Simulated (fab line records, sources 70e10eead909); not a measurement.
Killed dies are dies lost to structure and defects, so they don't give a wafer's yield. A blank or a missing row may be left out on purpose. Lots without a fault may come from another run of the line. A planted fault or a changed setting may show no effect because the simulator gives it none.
Chamber matching | flow nand_harc | NHARC_A_CONTACT_ETCH_75 on rie_diel-13: 3 sister chambers
The step etches the open film in CF4, target depth 39 nm, time 65 s. 14 wafers are shown with their chamber, then 5 later ones without.

WAFERS WITH THEIR CHAMBER
wafer  | chamber | drypump_motor_current_A (A) | showerhead_plenum_p_Torr (Torr) | oes_product_au (a.u.)
L074.1 | 1       | 6.4                         | 1.90                            | 0.978
L074.2 | 2       | 6.5                         | 1.75                            | 1.007
L074.6 | 1       | 6.4                         | 1.90                            | 0.981
L077.1 | 2       | 6.5                         | 1.75                            | 1.016
L077.2 | 1       | 6.4                         | 1.90                            | 0.996
L077.4 | 3       | 5.5                         | 1.91                            | 1.001
L088.1 | 2       | 6.5                         | 1.74                            | 1.003
L088.3 | 2       | 6.5                         | 1.74                            | 0.993
L088.4 | 3       | 5.6                         | 1.90                            | 0.996
L090.1 | 2       | 6.5                         | 1.74                            | 1.014
L090.3 | 1       | 6.4                         | 1.88                            | 0.983
L090.5 | 3       | 5.6                         | 1.89                            | 1.004
L091.4 | 2       | 6.5                         | 1.73                            | 1.013
L091.5 | 2       | 6.5                         | 1.73                            | 1.025

SIGNATURES (means of the wafers above)
reading                  | chamber 1 | chamber 2 | chamber 3 | scatter within a chamber
drypump_motor_current_A  | 6.400     | 6.500     | 5.567     | 0.0246
showerhead_plenum_p_Torr | 1.8950    | 1.7400    | 1.9000    | 0.00905
oes_product_au           | 0.98450   | 1.01014   | 1.00033   | 0.00881
Rule: a wafer's distance from a chamber is the root of the sum, over the readings, of the square of ((its reading less the chamber's mean) divided by the reading's scatter). The wafer belongs to the nearest chamber; if the next one is less than 2 further off, it can't be placed. The scatter: the root of (the sum of the squares of (reading less its chamber's mean) over the shown wafers, divided by (wafers less chambers)).

WAFERS WITHOUT THEIR CHAMBER
wafer  | drypump_motor_current_A (A) | showerhead_plenum_p_Torr (Torr) | oes_product_au (a.u.)
L091.6 | 5.6                         | 1.89                            | 1.005
L092.1 | 6.5                         | 1.73                            | 1.008
L092.5 | 6.4                         | 1.73                            | 1.015
L097.2 | 5.6                         | 1.89                            | 1.009
L097.3 | 6.5                         | 1.73                            | 1.024

WHICH CHAMBER EACH WENT THROUGH
wafer  | from the rows above | in truth
L091.6 | 3                   | 3
L092.1 | 2                   | 2
L092.5 | 2                   | 2
L097.2 | 3                   | 3
L097.3 | 2                   | 2
Placed correctly: 5 of 5. Can't be placed from these rows: 0. Placed wrongly: 0.
